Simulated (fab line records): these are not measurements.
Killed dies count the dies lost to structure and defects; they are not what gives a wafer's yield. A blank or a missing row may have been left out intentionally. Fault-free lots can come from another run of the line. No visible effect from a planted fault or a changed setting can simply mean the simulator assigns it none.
The tool behind it: which one? :: flow nand_harc :: Sampling: 11 lots, 33 wafers, 6 of 1302 route steps

== WHAT THE GAUGES SHOWED, per wafer ==
NHARC_P_M2_CD_MEAS_09: target cd 170 nm. Usual: cd_nm 170.2 nm, standard deviation 0.47.
lot: L351
measured: day 7 09:05
on: cd_sem-02
cd_nm (nm): 170.4 169.6 169.3
flag: 

lot: L350
measured: day 7 09:43
on: cd_sem-03
cd_nm (nm): 170.9 170.2 170.0
flag: 

lot: L353
measured: day 8 03:58
on: cd_sem-03
cd_nm (nm): 170.2 169.9 170.2
flag: 

lot: L354
measured: day 8 11:19
on: cd_sem-01
cd_nm (nm): 169.6 170.2 169.1
flag: 

lot: L359
measured: day 10 16:23
on: cd_sem-01
cd_nm (nm): - - -
flag: OFF

lot: L360
measured: day 10 20:28
on: cd_sem-02
cd_nm (nm): 170.9 170.0 169.8
flag: 

lot: L361
measured: day 11 10:00
on: cd_sem-03
cd_nm (nm): - - -
flag: OFF

lot: L365
measured: day 13 03:10
on: cd_sem-02
cd_nm (nm): 169.6 170.0 170.0
flag: 

lot: L367
measured: day 14 13:01
on: cd_sem-02
cd_nm (nm): 170.4 171.2 170.5
flag: 

lot: L368
measured: day 14 13:28
on: cd_sem-02
cd_nm (nm): 170.3 170.6 170.2
flag: 

lot: L371
measured: day 15 17:22
on: cd_sem-01
cd_nm (nm): 170.2 170.6 170.1
flag: 

NHARC_P_M2_CD_MEAS_16. Usual: cd_nm 170.1 nm, standard deviation 0.68.
lot: L351
measured: day 7 09:35
on: cd_sem-02
cd_nm (nm): 169.4 168.6 168.3
flag: 

lot: L350
measured: day 7 10:13
on: cd_sem-02
cd_nm (nm): 171.5 170.2 170.0
flag: 

lot: L353
measured: day 8 04:28
on: cd_sem-03
cd_nm (nm): 169.7 169.7 169.4
flag: 

lot: L354
measured: day 8 11:48
on: cd_sem-01
cd_nm (nm): 169.5 170.1 169.1
flag: 

lot: L359
measured: day 10 16:52
on: cd_sem-02
cd_nm (nm): - - -
flag: OFF

lot: L360
measured: day 10 20:57
on: cd_sem-02
cd_nm (nm): 170.6 170.0 169.2
flag: 

lot: L361
measured: day 11 10:32
on: cd_sem-03
cd_nm (nm): - - -
flag: OFF

lot: L365
measured: day 13 03:39
on: cd_sem-01
cd_nm (nm): 169.1 169.3 169.4
flag: 

lot: L367
measured: day 14 13:31
on: cd_sem-01
cd_nm (nm): 170.5 171.2 170.4
flag: 

lot: L368
measured: day 14 13:57
on: cd_sem-03
cd_nm (nm): 170.5 170.0 170.4
flag: 

lot: L371
measured: day 15 17:51
on: cd_sem-01
cd_nm (nm): 170.8 170.7 170.5
flag: 

== EACH LOT AND THE TOOL THAT RAN IT (in order: tool; ch and the chambers of the sampled wafers; start) ==
lot: L351
NHARC_P_M1_ANNEAL_31: rtp_anneal-01 ch 0, day 7 06:55
NHARC_P_M1_DEP_33: pecvd-02 ch 0,1, day 7 07:53
NHARC_P_M2_EXPOSE_06: arfi_scanner-03 ch 0, day 7 08:57
NHARC_P_M2_ETCH_35: rie_diel-03 ch 0,2,3, day 7 09:22

lot: L350
NHARC_P_M1_ANNEAL_31: rtp_anneal-01 ch 0, day 7 07:46
NHARC_P_M1_DEP_33: pecvd-02 ch 0,2, day 7 08:42
NHARC_P_M2_EXPOSE_06: arfi_scanner-03 ch 0, day 7 09:35
NHARC_P_M2_ETCH_35: rie_diel-11 ch 1,2, day 7 09:59

lot: L353
NHARC_P_M1_ANNEAL_31: rtp_anneal-02 ch 0, day 8 01:45
NHARC_P_M1_DEP_33: pecvd-01 ch 0,1,2, day 8 02:43
NHARC_P_M2_EXPOSE_06: arfi_scanner-02 ch 0, day 8 03:50
NHARC_P_M2_ETCH_35: rie_diel-02 ch 0,1,2, day 8 04:14

lot: L354
NHARC_P_M1_ANNEAL_31: rtp_anneal-02 ch 0, day 8 09:12
NHARC_P_M1_DEP_33: pecvd-01 ch 0,1,2, day 8 10:11
NHARC_P_M2_EXPOSE_06: arfi_scanner-02 ch 0, day 8 11:10
NHARC_P_M2_ETCH_35: rie_diel-02 ch 0,1,2, day 8 11:35

lot: L359
NHARC_P_M1_ANNEAL_31: rtp_anneal-01 ch 0, day 10 14:15
NHARC_P_M1_DEP_33: pecvd-01 ch 1,2, day 10 15:13
NHARC_P_M2_EXPOSE_06: arfi_scanner-02 ch 0, day 10 16:14
NHARC_P_M2_ETCH_35: rie_diel-03 ch 2,3, day 10 16:38

lot: L360
NHARC_P_M1_ANNEAL_31: rtp_anneal-01 ch 0, day 10 18:10
NHARC_P_M1_DEP_33: pecvd-04 ch 1,2, day 10 19:07
NHARC_P_M2_EXPOSE_06: arfi_scanner-01 ch 0, day 10 20:20
NHARC_P_M2_ETCH_35: rie_diel-03 ch 0,2,3, day 10 20:44

lot: L361
NHARC_P_M1_ANNEAL_31: rtp_anneal-02 ch 0, day 11 07:55
NHARC_P_M1_DEP_33: pecvd-02 ch 0,1,2, day 11 08:47
NHARC_P_M2_EXPOSE_06: arfi_scanner-02 ch 0, day 11 09:52
NHARC_P_M2_ETCH_35: rie_diel-11 ch 0,3, day 11 10:19

lot: L365
NHARC_P_M1_ANNEAL_31: rtp_anneal-01 ch 0, day 13 01:00
NHARC_P_M1_DEP_33: pecvd-04 ch 1,2, day 13 01:55
NHARC_P_M2_EXPOSE_06: arfi_scanner-01 ch 0, day 13 03:01
NHARC_P_M2_ETCH_35: rie_diel-03 ch 0,1,3, day 13 03:26

lot: L367
NHARC_P_M1_ANNEAL_31: rtp_anneal-01 ch 0, day 14 10:58
NHARC_P_M1_DEP_33: pecvd-04 ch 0,1,2, day 14 11:55
NHARC_P_M2_EXPOSE_06: arfi_scanner-01 ch 0, day 14 12:53
NHARC_P_M2_ETCH_35: rie_diel-03 ch 0,2,3, day 14 13:18

lot: L368
NHARC_P_M1_ANNEAL_31: rtp_anneal-02 ch 0, day 14 11:28
NHARC_P_M1_DEP_33: pecvd-02 ch 0,1,2, day 14 12:28
NHARC_P_M2_EXPOSE_06: arfi_scanner-01 ch 0, day 14 13:20
NHARC_P_M2_ETCH_35: rie_diel-03 ch 1,2,3, day 14 13:44

lot: L371
NHARC_P_M1_ANNEAL_31: rtp_anneal-02 ch 0, day 15 15:12
NHARC_P_M1_DEP_33: pecvd-04 ch 0,1, day 15 16:07
NHARC_P_M2_EXPOSE_06: arfi_scanner-02 ch 0, day 15 17:13
NHARC_P_M2_ETCH_35: rie_diel-03 ch 0,2, day 15 17:38
- NHARC_P_M1_ANNEAL_31: time 90 s.
- NHARC_P_M1_DEP_33: deposits SiCN, target thk 30 nm.
- NHARC_P_M2_EXPOSE_06: exposes mask P M2, target cd 170 nm.
- NHARC_P_M2_ETCH_35: etches the open film in N2/H2, target depth 40 nm, overetch 12 nm, time 43.94 s.

== AS READ BY THE TOOLS THEMSELVES (means over the sampled wafers that have a number; for cases with no such wafer, the mark the record gives instead) ==
NHARC_P_M1_ANNEAL_31. Usual: wafer_temp_C_max 225.79, standard deviation 0.28.
lot: L351
tool: rtp_anneal-01
wafer_temp_C_max: 225.60
flag: 

lot: L350
tool: rtp_anneal-01
wafer_temp_C_max: 226.06
flag: 

lot: L353
tool: rtp_anneal-02
wafer_temp_C_max: 225.75
flag: 

lot: L354
tool: rtp_anneal-02
wafer_temp_C_max: 225.57
flag: 

lot: L359
tool: rtp_anneal-01
wafer_temp_C_max: 226.17
flag: 

lot: L360
tool: rtp_anneal-01
wafer_temp_C_max: 225.80
flag: 

lot: L361
tool: rtp_anneal-02
wafer_temp_C_max: 225.66
flag: 

lot: L365
tool: rtp_anneal-01
wafer_temp_C_max: 225.99
flag: 

lot: L367
tool: rtp_anneal-01
wafer_temp_C_max: 225.97
flag: 

lot: L368
tool: rtp_anneal-02
wafer_temp_C_max: 225.46
flag: 

lot: L371
tool: rtp_anneal-02
wafer_temp_C_max: 225.32
flag: 

NHARC_P_M1_DEP_33. Usual: chamber_pressure_Torr 2.999 Torr, standard deviation 0.0055; heater_power_w 570 W, standard deviation 63.
lot: L351
tool: pecvd-02
chamber_pressure_Torr (Torr): 3.001
heater_power_w (W): 526
flag: 

lot: L350
tool: pecvd-02
chamber_pressure_Torr (Torr): 2.999
heater_power_w (W): 551
flag: 

lot: L353
tool: pecvd-01
chamber_pressure_Torr (Torr): 2.995
heater_power_w (W): 618
flag: 

lot: L354
tool: pecvd-01
chamber_pressure_Torr (Torr): 3.000
heater_power_w (W): 640
flag: 

lot: L359
tool: pecvd-01
chamber_pressure_Torr (Torr): 3.007
heater_power_w (W): 620
flag: 

lot: L360
tool: pecvd-04
chamber_pressure_Torr (Torr): 3.003
heater_power_w (W): 465
flag: 

lot: L361
tool: pecvd-02
chamber_pressure_Torr (Torr): 2.998
heater_power_w (W): 576
flag: 

lot: L365
tool: pecvd-04
chamber_pressure_Torr (Torr): 3.002
heater_power_w (W): 478
flag: 

lot: L367
tool: pecvd-04
chamber_pressure_Torr (Torr): 2.996
heater_power_w (W): 513
flag: 

lot: L368
tool: pecvd-02
chamber_pressure_Torr (Torr): 2.996
heater_power_w (W): 546
flag: 

lot: L371
tool: pecvd-04
chamber_pressure_Torr (Torr): 3.004
heater_power_w (W): 446
flag: 

NHARC_P_M2_EXPOSE_06. Usual: reticle_temp_C 22.99 C, standard deviation 0.099; stage_vel_mm_s 500.06 mm/s, standard deviation 0.26.
lot: L351
tool: arfi_scanner-03
reticle_temp_C (C): 22.95
stage_vel_mm_s (mm/s): 499.91
flag: 

lot: L350
tool: arfi_scanner-03
reticle_temp_C (C): 23.13
stage_vel_mm_s (mm/s): 499.75
flag: 

lot: L353
tool: arfi_scanner-02
reticle_temp_C (C): 23.03
stage_vel_mm_s (mm/s): 500.16
flag: 

lot: L354
tool: arfi_scanner-02
reticle_temp_C (C): 22.79
stage_vel_mm_s (mm/s): 500.07
flag: 

lot: L359
tool: arfi_scanner-02
reticle_temp_C (C): 22.98
stage_vel_mm_s (mm/s): 499.75
flag: 

lot: L360
tool: arfi_scanner-01
reticle_temp_C (C): 23.00
stage_vel_mm_s (mm/s): 500.00
flag: 

lot: L361
tool: arfi_scanner-02
reticle_temp_C (C): 23.02
stage_vel_mm_s (mm/s): 500.12
flag: 

lot: L365
tool: arfi_scanner-01
reticle_temp_C (C): 22.99
stage_vel_mm_s (mm/s): 500.24
flag: 

lot: L367
tool: arfi_scanner-01
reticle_temp_C (C): 23.06
stage_vel_mm_s (mm/s): 499.94
flag: 

lot: L368
tool: arfi_scanner-01
reticle_temp_C (C): 22.89
stage_vel_mm_s (mm/s): 500.05
flag: 

lot: L371
tool: arfi_scanner-02
reticle_temp_C (C): 23.01
stage_vel_mm_s (mm/s): 500.30
flag: 

NHARC_P_M2_ETCH_35. Usual: drypump_motor_current_A 5.9 A, standard deviation 0.48; oes_product_au 0.999 a.u., standard deviation 0.0081; rf_vpp_V 430.2 V, standard deviation 2.4; showerhead_plenum_p_Torr 2.03 Torr, standard deviation 0.081; throttle_valve_pct 14.172 %, standard deviation 0.009.
lot: L351
tool: rie_diel-03
drypump_motor_current_A (A): 6.1
oes_product_au (a.u.): 0.999
rf_vpp_V (V): 433.0
showerhead_plenum_p_Torr (Torr): 2.10
throttle_valve_pct (%): 14.178
flag: 

lot: L350
tool: rie_diel-11
drypump_motor_current_A (A): 6.4
oes_product_au (a.u.): 0.996
rf_vpp_V (V): 428.6
showerhead_plenum_p_Torr (Torr): 1.93
throttle_valve_pct (%): 14.165
flag: 

lot: L353
tool: rie_diel-02
drypump_motor_current_A (A): 5.6
oes_product_au (a.u.): 0.998
rf_vpp_V (V): 429.6
showerhead_plenum_p_Torr (Torr): 2.03
throttle_valve_pct (%): 14.167
flag: 

lot: L354
tool: rie_diel-02
drypump_motor_current_A (A): 5.6
oes_product_au (a.u.): 1.000
rf_vpp_V (V): 428.8
showerhead_plenum_p_Torr (Torr): 2.03
throttle_valve_pct (%): 14.164
flag: 

lot: L359
tool: rie_diel-03
drypump_motor_current_A (A): 6.5
oes_product_au (a.u.): 0.999
rf_vpp_V (V): 432.5
showerhead_plenum_p_Torr (Torr): 2.12
throttle_valve_pct (%): 14.169
flag: 

lot: L360
tool: rie_diel-03
drypump_motor_current_A (A): 6.1
oes_product_au (a.u.): 1.002
rf_vpp_V (V): 432.7
showerhead_plenum_p_Torr (Torr): 2.10
throttle_valve_pct (%): 14.165
flag: 

lot: L361
tool: rie_diel-11
drypump_motor_current_A (A): 5.6
oes_product_au (a.u.): 1.003
rf_vpp_V (V): 431.2
showerhead_plenum_p_Torr (Torr): 2.04
throttle_valve_pct (%): 14.177
flag: 

lot: L365
tool: rie_diel-03
drypump_motor_current_A (A): 5.8
oes_product_au (a.u.): 1.005
rf_vpp_V (V): 431.2
showerhead_plenum_p_Torr (Torr): 2.08
throttle_valve_pct (%): 14.175
flag: 

lot: L367
tool: rie_diel-03
drypump_motor_current_A (A): 6.1
oes_product_au (a.u.): 1.002
rf_vpp_V (V): 432.0
showerhead_plenum_p_Torr (Torr): 2.10
throttle_valve_pct (%): 14.170
flag: 

lot: L368
tool: rie_diel-03
drypump_motor_current_A (A): 6.2
oes_product_au (a.u.): 1.009
rf_vpp_V (V): 430.2
showerhead_plenum_p_Torr (Torr): 2.05
throttle_valve_pct (%): 14.174
flag: 

lot: L371
tool: rie_diel-03
drypump_motor_current_A (A): 5.7
oes_product_au (a.u.): 1.004
rf_vpp_V (V): 432.0
showerhead_plenum_p_Torr (Torr): 2.08
throttle_valve_pct (%): 14.174
flag: 

== THE ANSWER, worked out from the rows above alone ==
Rule: a lot counts as off when the mean over its wafers that have a number is more than 3 standard deviations away from the usual mean. Also off: a lot with no number at a reading for which 4 or more lots have one. All remaining lots with rows at the step are treated as sound. First the gauges in route order, then the tools' own readings, where a lot's mean is used as printed above. The first step at which some lot is off is used, and at that step the reading that is off furthest; a lot without a number counts as furthest.
Off, at NHARC_P_M2_CD_MEAS_09 on cd_nm: L359, L361. Without a number there: L359, L361.
If a tool, at a process step before that reading, ran all the lots that are off and no sound lot after the first of them, it fits. Those tools and the gauges at NHARC_P_M2_CD_MEAS_09 are tried in the same way. Not one of the candidates tried fits.

== WHAT THE SIMULATOR PUT IN ==
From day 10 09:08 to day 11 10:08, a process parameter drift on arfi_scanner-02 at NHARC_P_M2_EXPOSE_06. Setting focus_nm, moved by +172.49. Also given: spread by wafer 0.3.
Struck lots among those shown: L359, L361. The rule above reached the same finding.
